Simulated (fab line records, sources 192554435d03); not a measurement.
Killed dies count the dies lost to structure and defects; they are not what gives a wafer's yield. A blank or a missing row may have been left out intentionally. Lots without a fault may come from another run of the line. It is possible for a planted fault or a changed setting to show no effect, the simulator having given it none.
fab line records	flow n5-finfet
[record] lots = 24	wafers = 72	last-day = 17
route steps=1938 shown BEOL_M7@1320 BEOL_M8@1348 BEOL_M9@1404
lots that met no fault: taken from a fault-free run of the same line
start-h: hours from the record's opening day to when the first of the lot's shown wafers began	wait-h: time in hours since the lot's previous step	" identical to the entry in the row above	L1.1+2: one row covering several wafers at once	- no value, or no start was given	* or withheld: withheld	< > ~ a bound
route shown NAME@n: a module of which the file shows steps, and the number in the route of the first	usual: mean and standard deviation over wafers with no fault	same: alike in all rows	chamber/n: place in a boat	sites: per-site readings	_std_site: the values' standard deviation	_edge_site: outer sites' mean less inner sites'	radius-mm: how far each site lies from the wafer's centre	mask NAME#n: copy n	behind: tool/chamber where the wafer was last shaped	hold: reason for holding the lot/hours on hold/outcome of the hold	device: which transistor (n, p or np) failed to switch	end of line: tests of these same wafers at the route's end	step lacking rows: just its recipe	killed: dies that structure and defects cost at the first sort, which is not the same as the wafer's yield	map: a wafer's dies, x killed, . not, _ none there
set.NAME: the setting that was run; set.NAME@STEP: the one run at that earlier step	model.NAME: the simulator's own value behind a step, which no gauge read
route steps across a sampled set of lots; one table per step, one row per wafer
services: when a tool's chamber went out of use (start-h, in hours from the record's first day, below 0 if earlier), for how many hours, and the reason
[[steps]]
[step N5_BEOL_M7_ALD_77]
[recipe] material = TaN	target-thk-a = 20	temp-c = 275	ald-precursor-family = PDMAT	ald-co-reactant = NH3	pressure-torr = 3	carrier-flow-sccm = 1500	pulse-time-s = 2	purge-time-s = 3	co-reactant-purge-time-s = 2	co-reactant-pulse-time-s = 3	ald-cycles = 40	precursor-vessel-temp-c = 75	precursor-vessel-pressure-torr = 26.25	precursor-vessel-carrier-sccm = 1000
[usual] heater-power-w = 438/43
[same] co-reactant-purge-time-s = 2
lot.wafer	tool	chamber	start-h	wait-h	heater-power-w
L074.1	ald-metal-01	2	194.22	0.0	458
L074.2	"	1	"	"	362
L074.3	"	0	"	"	487
L075.1	ald-metal-01	0	201.98	0.0	498
L075.3	"	2	"	"	453
L075.5	"	3	"	"	478
L076.1	ald-metal-03	3	221.63	0.0	389
L076.4	"	0	"	"	354
L076.5	"	2	"	"	464
L078.1	ald-metal-02	1	222.69	0.1	400
L078.5	"	1	"	"	408
L078.6	"	2	"	"	464
L077.1	ald-metal-01	2	222.71	0.0	436
L077.3	"	1	"	"	373
L077.5	"	2	"	"	459
L079.1	ald-metal-01	2	228.48	0.1	454
L079.3	"	3	"	"	486
L079.5	"	2	"	"	457
L081.1	ald-metal-02	2	236.05	0.0	460
L081.3	"	0	"	"	432
L081.5	"	1	"	"	404
L080.2	ald-metal-01	1	236.15	0.1	371
L080.3	"	2	"	"	443
L080.6	"	3	"	"	474
L082.2	ald-metal-03	3	236.25	0.0	388
L082.3	"	2	"	"	472
L082.5	"	2	"	"	468
L083.2	ald-metal-01	1	247.76	0.0	363
L083.3	"	0	"	"	501
L083.6	"	0	"	"	500
L086.1	ald-metal-02	2	271.52	0.0	465
L086.3	"	3	"	"	479
L086.4	"	1	"	"	422
L084.1	ald-metal-02	0	272.02	0.1	415
L084.5	"	3	"	"	488
L084.6	"	0	"	"	431
L085.2	ald-metal-03	3	275.44	0.1	401
L085.3	"	0	"	"	354
L085.4	"	2	"	"	467
L088.2	ald-metal-01	2	280.52	0.0	458
L088.3	"	3	"	"	475
L088.5	"	1	"	"	360
L087.2	ald-metal-02	2	281.01	0.1	462
L087.3	"	3	"	"	484
L087.5	"	3	"	"	484
L089.1	ald-metal-03	0	297.27	0.0	354
L089.2	"	1	"	"	410
L089.3	"	3	"	"	392
L090.1	ald-metal-03	1	297.70	0.0	409
L090.5	"	3	"	"	397
L090.6	"	2	"	"	461
L092.1	ald-metal-01	3	304.85	0.0	485
L092.2	"	0	"	"	493
L092.4	"	1	"	"	368
L091.1	ald-metal-03	0	308.47	0.0	344
L091.3	"	2	"	"	473
L091.6	"	2	"	"	457
L094.2	ald-metal-02	3	314.66	0.1	481
L094.5	"	3	"	"	486
L094.6	"	2	"	"	464
L093.3	ald-metal-02	0	317.60	0.1	420
L093.5	"	0	"	"	417
L093.6	"	3	"	"	464
L096.4	ald-metal-02	2	329.37	0.0	478
L096.5	"	1	"	"	410
L096.6	"	2	"	"	466
L095.1	ald-metal-02	3	331.73	0.1	470
L095.2	"	0	"	"	423
L095.4	"	1	"	"	412
L097.1	ald-metal-02	3	338.95	0.2	473
L097.2	"	2	"	"	471
L097.6	"	2	"	"	472
[step N5_BEOL_M7_RS_MEAS_57]
[recipe] thk-meas-gauge = four-point-probe	reads = Cu_of_BEOL_M7_ECD_50+Co_of_BEOL_M7_CVD_78+TaN_of_BEOL_M7_ALD_77
[usual] M7_RS = 0.289/0.0073
lot.wafer	tool	chamber	start-h	wait-h	M7_RS[ohm/sq]
L074.1	film-metro-02	-	195.94	0.1	0.284
L074.2	"	-	"	"	0.282
L074.3	"	-	"	"	0.291
L075.1	film-metro-01	-	203.72	0.1	0.285
L075.3	"	-	"	"	0.295
L075.5	"	-	"	"	0.290
L076.1	film-metro-01	-	223.97	0.1	0.287
L076.4	"	-	"	"	0.299
L076.5	"	-	"	"	0.292
L078.1	film-metro-02	-	224.30	0.1	0.291
L078.5	"	-	"	"	0.284
L078.6	"	-	"	"	0.280
L077.1	film-metro-01	-	224.35	0.1	0.299
L077.3	"	-	"	"	0.284
L077.5	"	-	"	"	0.294
L079.1	film-metro-01	-	230.30	0.1	0.290
L079.3	"	-	"	"	0.286
L079.5	"	-	"	"	0.292
L081.1	film-metro-02	-	238.10	0.1	0.297
L081.3	"	-	"	"	0.284
L081.5	"	-	"	"	0.288
L080.2	film-metro-02	-	238.33	0.1	0.288
L080.3	"	-	"	"	0.291
L080.6	"	-	"	"	0.291
L082.2	film-metro-02	-	238.55	0.1	0.286
L082.3	"	-	"	"	0.296
L082.5	"	-	"	"	0.298
L083.2	film-metro-01	-	249.78	0.1	0.297
L083.3	"	-	"	"	0.294
L083.6	"	-	"	"	0.304
L086.1	film-metro-02	-	272.99	0.1	0.279
L086.3	"	-	"	"	0.288
L086.4	"	-	"	"	0.289
L084.1	film-metro-02	-	274.99	0.1	0.295
L084.5	"	-	"	"	0.294
L084.6	"	-	"	"	0.287
L085.2	film-metro-01	-	280.95	0.1	0.287
L085.3	"	-	"	"	0.273
L085.4	"	-	"	"	0.297
L088.2	film-metro-01	-	282.43	0.1	0.285
L088.3	"	-	"	"	0.281
L088.5	"	-	"	"	0.274
L087.2	film-metro-01	-	282.95	0.1	0.294
L087.3	"	-	"	"	0.283
L087.5	"	-	"	"	0.285
L089.1	film-metro-01	-	299.43	0.1	0.287
L089.2	"	-	"	"	0.292
L089.3	"	-	"	"	0.293
L090.1	film-metro-01	-	300.11	0.1	0.281
L090.5	"	-	"	"	0.293
L090.6	"	-	"	"	0.279
L092.1	film-metro-01	-	306.50	0.1	0.284
L092.2	"	-	"	"	0.309
L092.4	"	-	"	"	0.285
L091.1	film-metro-02	-	309.98	0.1	0.302
L091.3	"	-	"	"	0.297
L091.6	"	-	"	"	0.293
L094.2	film-metro-01	-	317.35	0.1	0.284
L094.5	"	-	"	"	0.291
L094.6	"	-	"	"	0.294
L093.3	film-metro-02	-	319.34	0.1	0.285
L093.5	"	-	"	"	0.294
L093.6	"	-	"	"	0.280
L096.4	film-metro-02	-	330.78	0.0	0.293
L096.5	"	-	"	"	0.284
L096.6	"	-	"	"	0.289
L095.1	film-metro-01	-	333.61	0.1	0.277
L095.2	"	-	"	"	0.293
L095.4	"	-	"	"	0.280
L097.1	film-metro-02	-	340.74	0.1	0.297
L097.2	"	-	"	"	0.284
L097.6	"	-	"	"	0.279
[step N5_BEOL_M8_DESCUM_16]
[recipe] chemistry = O2	time-s = 7.9	source-power-w = 50	bias-power-w = 20	pressure-mtorr = 20	rf-frequency-hz = 2.712e+07	temp-c = 40	resist = CAR-ArF	o2-flow-sccm = 225
[usual] drypump-motor-current-A = 5.7/0.53	o2-flow-sccm = 224.9/0.62	oes-product-au = 0.78/0.085	rf-vpp-V = 243.5/1.2	showerhead-plenum-p-Torr = 2.11/0.059	throttle-valve-pct = 20.49/0.26
lot.wafer	tool	chamber	start-h	wait-h	drypump-motor-current-A	o2-flow-sccm	oes-product-au	rf-hours-counter-h	rf-vpp-V	showerhead-plenum-p-Torr	throttle-valve-pct
L074.1	rie-diel-06	3	197.90	0.0	5.8	225.3	0.73	168	244.3	2.09	20.70
L074.2	"	0	"	"	4.9	224.5	0.85	53	242.3	2.06	20.57
L074.3	"	1	"	"	5.2	224.9	0.74	156	244.0	2.09	20.26
L075.1	rie-diel-05	1	207.03	0.0	5.8	224.5	0.78	106	245.0	2.19	20.53
L075.3	"	3	"	"	5.7	224.7	0.84	59	244.7	2.20	20.01
L075.5	"	3	"	"	5.7	224.0	0.85	-	245.8	2.20	20.02
L076.1	rie-diel-06	2	226.46	0.0	6.6	225.8	0.69	243	244.4	2.15	20.64
L076.4	"	3	"	"	5.8	224.1	0.72	176	243.3	2.09	20.73
L076.5	"	0	"	"	4.9	225.7	0.83	-	240.0	2.06	20.61
L078.1	rie-diel-06	3	227.48	0.6	5.8	225.5	0.73	177	243.5	2.09	20.71
L078.5	"	0	"	"	4.9	225.3	0.83	-	242.5	2.06	20.60
L078.6	"	3	"	"	5.7	225.5	0.72	-	242.5	2.09	20.73
L077.1	rie-diel-06	1	227.74	0.6	5.2	224.6	0.74	166	244.8	2.08	20.28
L077.3	"	0	"	"	4.9	225.0	0.84	63	241.8	2.06	20.59
L077.5	"	1	"	"	5.2	223.7	0.74	-	243.0	2.08	20.29
L079.1	rie-diel-05	2	232.67	0.1	5.1	224.0	0.67	240	243.8	2.14	20.65
L079.3	"	1	"	"	5.7	224.5	0.76	118	244.3	2.18	20.57
L079.5	"	2	"	"	5.1	224.9	0.68	-	244.1	2.14	20.68
L081.1	rie-diel-05	2	240.93	0.1	5.1	224.2	0.68	243	243.7	2.14	20.68
L081.3	"	3	"	"	5.7	225.3	0.83	74	245.2	2.19	20.05
L081.5	"	1	"	"	5.7	224.9	0.75	-	244.9	2.18	20.57
L080.2	rie-diel-01	1	241.07	0.1	5.9	225.4	0.90	29	242.1	2.05	20.36
L080.3	"	3	"	"	5.2	225.8	0.71	227	243.1	2.16	21.04
L080.6	"	2	"	"	6.1	224.4	0.72	-	243.8	2.18	20.69
L082.2	rie-diel-01	1	241.34	0.0	5.9	224.8	0.90	29	242.5	2.05	20.37
L082.3	"	2	"	"	6.0	225.3	0.72	210	244.4	2.18	20.70
L082.5	"	1	"	"	5.9	225.0	0.89	-	243.9	2.05	20.36
L083.2	rie-diel-01	3	254.14	0.1	5.2	225.2	0.70	232	243.9	2.16	21.05
L083.3	"	1	"	"	5.9	224.6	0.89	33	243.0	2.05	20.39
L083.6	"	0	"	"	5.1	225.3	0.80	-	241.6	2.02	20.46
L086.1	rie-diel-01	1	275.43	0.0	5.9	224.8	0.89	40	242.1	2.04	20.37
L086.3	"	0	"	"	5.2	223.8	0.79	95	242.6	2.02	20.46
L086.4	"	3	"	"	5.2	225.1	0.71	239	244.0	2.16	21.06
L084.1	rie-diel-05	0	280.48	0.0	6.6	225.0	0.95	15	242.1	2.05	20.05
L084.5	"	0	"	"	6.6	224.3	0.96	-	243.6	2.05	20.02
L084.6	"	3	"	"	5.7	224.3	0.81	-	244.1	2.19	20.05
L085.2	rie-diel-06	2	282.39	0.0	6.6	224.7	0.95	6	244.7	2.15	20.34
L085.3	"	0	"	"	4.9	224.2	0.82	82	241.1	2.05	20.63
L085.4	"	1	"	"	5.2	224.7	0.71	185	243.0	2.08	20.32
L088.2	rie-diel-01	3	285.01	0.0	5.2	224.5	0.69	243	245.0	2.16	21.07
L088.3	"	1	"	"	5.9	223.6	0.88	43	242.2	2.04	20.38
L088.5	"	1	"	"	5.9	224.4	0.88	-	242.2	2.04	20.38
L087.2	rie-diel-05	0	285.17	0.0	6.6	225.4	0.95	17	243.2	2.05	20.03
L087.3	"	3	"	"	5.7	224.4	0.81	91	243.1	2.18	20.08
L087.5	"	1	"	"	5.7	225.2	0.75	-	243.8	2.18	20.61
L089.1	rie-diel-06	0	302.74	0.7	4.9	224.5	0.81	89	242.9	2.05	20.65
L089.2	"	3	"	"	5.8	225.1	0.70	204	244.5	2.08	20.78
L089.3	"	2	"	"	6.6	224.3	0.93	14	242.4	2.14	20.36
L090.1	rie-diel-06	1	302.99	0.4	5.2	225.5	0.71	192	243.9	2.07	20.34
L090.5	"	1	"	"	5.2	226.7	0.71	-	242.9	2.07	20.32
L090.6	"	0	"	"	4.9	222.8	0.80	-	242.1	2.05	20.64
L092.1	rie-diel-01	0	309.15	0.1	5.1	225.1	0.78	106	241.7	2.02	20.49
L092.2	"	1	"	"	5.9	223.7	0.86	52	242.4	2.04	20.42
L092.4	"	2	"	"	6.1	225.7	0.70	-	244.9	2.17	20.72
L091.1	rie-diel-06	3	313.99	1.2	5.8	224.7	0.70	208	243.0	2.08	20.75
L091.3	"	2	"	"	6.6	225.0	0.92	18	245.8	2.14	20.34
L091.6	"	2	"	"	6.6	225.0	0.93	-	243.9	2.14	20.35
L094.2	rie-diel-05	2	319.66	0.4	5.1	226.0	0.98	11	243.9	2.14	20.38
L094.5	"	3	"	"	5.7	225.2	0.79	-	243.6	2.18	20.07
L094.6	"	2	"	"	5.1	225.2	0.99	-	243.8	2.14	20.41
L093.3	rie-diel-01	1	321.90	0.6	5.9	225.3	0.84	59	243.9	2.04	20.42
L093.5	"	1	"	"	5.9	224.1	0.85	-	242.3	2.04	20.42
L093.6	"	0	"	"	5.2	224.6	0.77	-	241.9	2.01	20.49
L096.4	rie-diel-05	3	333.51	0.1	5.7	225.2	0.79	108	245.1	2.18	20.08
L096.5	"	2	"	"	5.1	226.0	0.96	-	244.1	2.13	20.39
L096.6	"	1	"	"	5.7	225.5	0.73	-	244.8	2.17	20.63
L095.1	rie-diel-06	0	338.46	0.1	4.9	225.9	0.80	102	243.4	2.04	20.65
L095.2	"	1	"	"	5.2	225.0	0.70	206	242.8	2.07	20.35
L095.4	"	1	"	"	5.2	226.0	0.71	-	243.0	2.07	20.36
L097.1	rie-diel-05	3	344.13	0.0	5.7	225.3	0.79	111	244.6	2.18	20.09
L097.2	"	2	"	"	5.1	225.1	0.96	20	243.5	2.13	20.41
L097.6	"	0	"	"	6.6	224.8	0.91	-	242.8	2.04	20.07
[step N5_BEOL_M8_PRE_CLEAN_45]
[recipe] gas = H2/He	time-s = 30	temp-c = 250
[usual] heater-power-w = 342/30
lot.wafer	tool	chamber	start-h	wait-h	heater-power-w
L074.1	pvd-sputter-03	-	200.34	0.0	279
L074.2	"	-	"	"	318
L074.3	"	-	"	"	355
L075.1	pvd-sputter-03	-	211.16	0.0	346
L075.3	"	-	"	"	352
L075.5	"	-	"	"	281
L076.1	pvd-sputter-02	-	229.04	0.0	338
L076.4	"	-	"	"	346
L076.5	"	-	"	"	354
L078.1	pvd-sputter-01	-	230.00	0.0	324
L078.5	"	-	"	"	327
L078.6	"	-	"	"	292
L077.1	pvd-sputter-02	-	231.16	0.0	367
L077.3	"	-	"	"	334
L077.5	"	-	"	"	344
L079.1	pvd-sputter-01	-	235.30	0.0	372
L079.3	"	-	"	"	324
L079.5	"	-	"	"	364
L080.2	pvd-sputter-01	-	244.35	0.0	374
L080.3	"	-	"	"	379
L080.6	"	-	"	"	324
L082.2	pvd-sputter-03	-	245.02	0.0	351
L082.3	"	-	"	"	308
L082.5	"	-	"	"	344
L081.1	pvd-sputter-03	-	246.98	0.0	313
L081.3	"	-	"	"	350
L081.5	"	-	"	"	312
L083.2	pvd-sputter-01	-	256.79	0.0	294
L083.3	"	-	"	"	386
L083.6	"	-	"	"	380
L086.1	pvd-sputter-02	-	280.89	0.0	352
L086.3	"	-	"	"	347
L086.4	"	-	"	"	342
L084.1	pvd-sputter-01	-	282.36	0.0	379
L084.5	"	-	"	"	366
L084.6	"	-	"	"	382
L085.2	pvd-sputter-01	-	285.06	0.0	376
L085.3	"	-	"	"	294
L085.4	"	-	"	"	315
L087.2	pvd-sputter-02	-	288.52	0.0	349
L087.3	"	-	"	"	349
L087.5	"	-	"	"	348
L088.2	pvd-sputter-01	-	289.10	0.0	382
L088.3	"	-	"	"	322
L088.5	"	-	"	"	319
L090.1	pvd-sputter-01	-	305.50	0.0	369
L090.5	"	-	"	"	375
L090.6	"	-	"	"	292
L089.1	pvd-sputter-03	-	305.53	0.0	345
L089.2	"	-	"	"	282
L089.3	"	-	"	"	345
L092.1	pvd-sputter-02	-	314.54	0.0	353
L092.2	"	-	"	"	329
L092.4	"	-	"	"	371
L091.1	pvd-sputter-02	-	317.60	0.0	352
L091.3	"	-	"	"	359
L091.6	"	-	"	"	347
L094.2	pvd-sputter-01	-	321.97	0.0	377
L094.5	"	-	"	"	364
L094.6	"	-	"	"	325
L093.3	pvd-sputter-02	-	325.39	0.0	358
L093.5	"	-	"	"	364
L093.6	"	-	"	"	334
L096.4	pvd-sputter-01	-	338.65	0.0	317
L096.5	"	-	"	"	383
L096.6	"	-	"	"	372
L095.1	pvd-sputter-01	-	340.49	0.0	371
L095.2	"	-	"	"	371
L095.4	"	-	"	"	294
L097.1	pvd-sputter-01	-	346.55	0.0	379
L097.2	"	-	"	"	375
L097.6	"	-	"	"	298
[step N5_BEOL_M8_SPUTTER_48]
[recipe] material = Cu	target-thk-a = 100	temp-c = -20	bias-v = 60	power-w = 26000	chamber-pressure-pa = 0.13	time-s = 1.667
[usual] cathode-dc-power-W = 26000/4.9	throttle-valve-pct = 30.0/1.3
lot.wafer	tool	chamber	start-h	wait-h	cathode-dc-power-W	throttle-valve-pct
L074.1	pvd-sputter-03	-	201.54	0.5	26001	30.7
L074.2	"	-	"	"	26001	28.3
L074.3	"	-	"	"	26001	28.5
L075.1	pvd-sputter-03	-	213.97	1.4	25991	28.7
L075.3	"	-	"	"	26006	28.4
L075.5	"	-	"	"	26001	29.0
L076.1	pvd-sputter-01	-	229.80	0.2	25995	27.7
L076.4	"	-	"	"	26003	29.2
L076.5	"	-	"	"	25996	28.9
L078.1	pvd-sputter-02	-	231.40	0.1	25999	31.3
L078.5	"	-	"	"	25995	31.1
L078.6	"	-	"	"	26011	31.1
L077.1	pvd-sputter-03	-	231.71	0.1	25996	28.3
L077.3	"	-	"	"	26004	28.6
L077.5	"	-	"	"	25994	28.3
L079.1	pvd-sputter-01	-	236.02	0.1	25991	31.5
L079.3	"	-	"	"	25999	28.9
L079.5	"	-	"	"	26001	30.7
L080.2	pvd-sputter-02	-	245.31	0.3	25999	30.9
L080.3	"	-	"	"	25998	31.0
L080.6	"	-	"	"	26007	31.1
L082.2	pvd-sputter-03	-	247.12	0.1	26000	30.9
L082.3	"	-	"	"	26001	28.6
L082.5	"	-	"	"	26012	30.4
L081.1	pvd-sputter-02	-	247.65	0.1	25995	31.0
L081.3	"	-	"	"	25998	30.8
L081.5	"	-	"	"	26003	31.3
L083.2	pvd-sputter-02	-	257.45	0.2	26005	31.0
L083.3	"	-	"	"	26002	31.0
L083.6	"	-	"	"	25993	30.9
L086.1	pvd-sputter-01	-	281.64	0.2	25994	27.7
L086.3	"	-	"	"	25999	29.0
L086.4	"	-	"	"	25998	31.8
L084.1	pvd-sputter-01	-	284.24	1.2	26001	30.3
L084.5	"	-	"	"	26002	31.5
L084.6	"	-	"	"	26003	30.3
L085.2	pvd-sputter-01	-	285.70	0.1	25995	31.6
L085.3	"	-	"	"	25992	27.8
L085.4	"	-	"	"	26005	29.4
L087.2	pvd-sputter-01	-	289.30	0.1	26005	30.4
L087.3	"	-	"	"	25999	27.8
L087.5	"	-	"	"	26002	30.6
L088.2	pvd-sputter-01	-	291.58	0.1	26002	30.4
L088.3	"	-	"	"	26004	28.1
L088.5	"	-	"	"	26003	28.8
L090.1	pvd-sputter-01	-	306.09	0.1	26001	31.5
L090.5	"	-	"	"	26010	31.8
L090.6	"	-	"	"	26011	30.3
L089.1	pvd-sputter-03	-	307.65	1.2	25992	30.9
L089.2	"	-	"	"	26004	28.8
L089.3	"	-	"	"	25993	28.3
L092.1	pvd-sputter-01	-	315.18	0.1	25999	29.1
L092.2	"	-	"	"	26007	30.6
L092.4	"	-	"	"	25995	27.8
L091.1	pvd-sputter-02	-	318.48	0.3	25996	31.2
L091.3	"	-	"	"	26002	30.6
L091.6	"	-	"	"	25999	31.2
L094.2	pvd-sputter-02	-	322.70	0.1	25997	31.0
L094.5	"	-	"	"	26011	31.0
L094.6	"	-	"	"	26002	30.6
L093.3	pvd-sputter-02	-	326.35	0.1	26002	30.9
L093.5	"	-	"	"	25995	30.8
L093.6	"	-	"	"	25999	31.0
L096.4	pvd-sputter-01	-	339.27	0.1	26005	28.1
L096.5	"	-	"	"	26000	31.4
L096.6	"	-	"	"	26000	29.2
L095.1	pvd-sputter-02	-	341.02	0.1	26004	30.8
L095.2	"	-	"	"	25998	31.0
L095.4	"	-	"	"	26002	31.0
L097.1	pvd-sputter-03	-	347.40	0.2	26000	28.5
L097.2	"	-	"	"	25997	28.5
L097.6	"	-	"	"	25996	28.6
[step N5_BEOL_M9_PECVD_70]
[recipe] material = SiO2	target-thk-a = 200	temp-c = 400	precursor = TEOS/O2	pressure-torr = 5.5	rf-w = 450	teos-flow-sccm = 53.8	gas = O2	flow-sccm = 3000	time-s = 22.7
[usual] heater-power-w = 705/78	showerhead-plenum-p-Torr = 8.81/0.075	throttle-valve-pct = 22.2/1.3
lot.wafer	tool	chamber	start-h	wait-h	heater-power-w	showerhead-plenum-p-Torr	throttle-valve-pct
L074.1	pecvd-04	2	203.19	0.0	756	8.75	20.8
L074.2	"	0	"	"	668	8.71	23.7
L074.3	"	1	"	"	812	8.87	21.8
L075.1	pecvd-01	2	215.73	0.0	637	8.77	20.5
L075.3	"	1	"	"	641	8.86	22.2
L075.5	"	0	"	"	599	8.73	23.5
L076.1	pecvd-01	1	231.53	0.0	748	8.87	22.2
L076.4	"	0	"	"	632	8.74	23.5
L076.5	"	1	"	"	760	8.87	22.3
L078.1	pecvd-03	2	233.02	0.0	742	8.75	20.7
L078.5	"	2	"	"	748	8.74	20.5
L078.6	"	0	"	"	802	8.90	23.1
L077.1	pecvd-04	2	233.36	0.0	709	8.78	20.9
L077.3	"	0	"	"	654	8.73	23.5
L077.5	"	0	"	"	651	8.73	23.5
L079.1	pecvd-01	1	237.98	0.0	649	8.87	22.2
L079.3	"	2	"	"	621	8.77	20.5
L079.5	"	1	"	"	654	8.87	22.1
L080.2	pecvd-03	0	246.94	0.0	784	8.95	22.8
L080.3	"	1	"	"	634	8.89	24.1
L080.6	"	1	"	"	640	8.91	24.1
L082.2	pecvd-04	0	248.76	0.0	628	8.73	23.4
L082.3	"	1	"	"	778	8.90	21.9
L082.5	"	1	"	"	826	8.88	21.6
L081.1	pecvd-04	0	249.30	0.0	650	8.74	23.7
L081.3	"	2	"	"	847	8.76	21.1
L081.5	"	2	"	"	821	8.76	21.0
L083.2	pecvd-03	2	259.20	0.0	715	8.74	20.7
L083.3	"	1	"	"	628	8.91	24.1
L083.6	"	2	"	"	697	8.74	20.7
L086.1	pecvd-01	1	283.96	0.0	712	8.85	22.2
L086.3	"	2	"	"	643	8.74	20.8
L086.4	"	1	"	"	706	8.85	22.3
L084.1	pecvd-01	1	285.94	0.0	662	8.87	22.1
L084.5	"	2	"	"	640	8.77	20.5
L084.6	"	1	"	"	664	8.88	22.3
L085.2	pecvd-03	2	287.84	0.0	642	8.75	20.9
L085.3	"	0	"	"	826	8.92	23.6
L085.4	"	2	"	"	657	8.73	20.7
L087.2	pecvd-01	0	291.46	0.0	629	8.75	23.3
L087.3	"	1	"	"	736	8.87	22.1
L087.5	"	2	"	"	613	8.77	20.3
L088.2	pecvd-01	1	293.69	0.0	747	8.87	22.3
L088.3	"	2	"	"	554	8.76	20.7
L088.5	"	0	"	"	650	8.73	23.9
L090.1	pecvd-03	2	307.84	0.0	730	8.76	20.8
L090.5	"	2	"	"	747	8.76	21.1
L090.6	"	2	"	"	749	8.74	20.8
L089.1	pecvd-03	1	309.43	0.0	695	8.90	24.1
L089.2	"	2	"	"	722	8.76	20.6
L089.3	"	1	"	"	716	8.90	23.8
L092.1	pecvd-03	1	318.04	0.0	777	8.91	23.7
L092.2	"	0	"	"	829	8.91	23.3
L092.4	"	0	"	"	815	8.92	23.4
L091.1	pecvd-03	1	320.27	0.0	725	8.92	24.2
L091.3	"	2	"	"	712	8.73	20.9
L091.6	"	2	"	"	705	8.75	20.5
L094.2	pecvd-01	2	324.85	0.0	610	8.76	20.8
L094.5	"	0	"	"	645	8.76	23.6
L094.6	"	1	"	"	716	8.87	22.4
L093.3	pecvd-04	2	327.97	0.0	812	8.78	21.0
L093.5	"	1	"	"	840	8.87	21.5
L093.6	"	0	"	"	570	8.72	23.7
L096.4	pecvd-04	1	341.35	0.1	766	8.88	21.8
L096.5	"	2	"	"	849	8.76	21.6
L096.6	"	0	"	"	577	8.72	23.6
L095.1	pecvd-03	0	343.37	0.0	729	8.92	23.6
L095.2	"	2	"	"	639	8.76	20.9
L095.4	"	1	"	"	624	8.92	24.0
L097.1	pecvd-03	0	349.50	0.0	825	8.92	23.7
L097.2	"	2	"	"	646	8.76	21.0
L097.6	"	2	"	"	618	8.76	20.9
[[services]]
tool	chamber	start-h	hours	kind
ald-metal-03	-	175.34	1.8	repair
ald-metal-02	3	178.85	12.1	repair
pecvd-01	2	194.03	10.1	repair
rie-diel-01	1	194.65	3.8	repair
ald-metal-01	0	196.31	3.3	repair
pecvd-01	-	196.98	0.2	repair
rie-diel-05	1	208.51	1.2	repair
ald-metal-02	3	209.07	23.7	repair
ald-metal-01	0	218.92	26.8	repair
ald-metal-02	2	228.14	6.6	repair
rie-diel-06	-	229.49	2.8	pm
ald-metal-03	-	242.97	0.4	repair
pecvd-01	2	247.92	5.4	repair
rie-diel-05	1	251.98	3.1	repair
pecvd-03	0	275.91	7.4	repair
pecvd-01	0	278.24	12.8	repair
pvd-sputter-03	-	279.46	4.2	repair
rie-diel-01	2	285.88	1.5	repair
rie-diel-01	0	288.34	2.1	repair
pecvd-03	1	301.75	6.2	repair
rie-diel-06	3	325.99	4.0	repair
rie-diel-06	2	334.33	4.9	repair
ald-metal-01	-	337.25	14.0	pm
rie-diel-06	3	343.16	4.0	repair
[[key]]
fault none
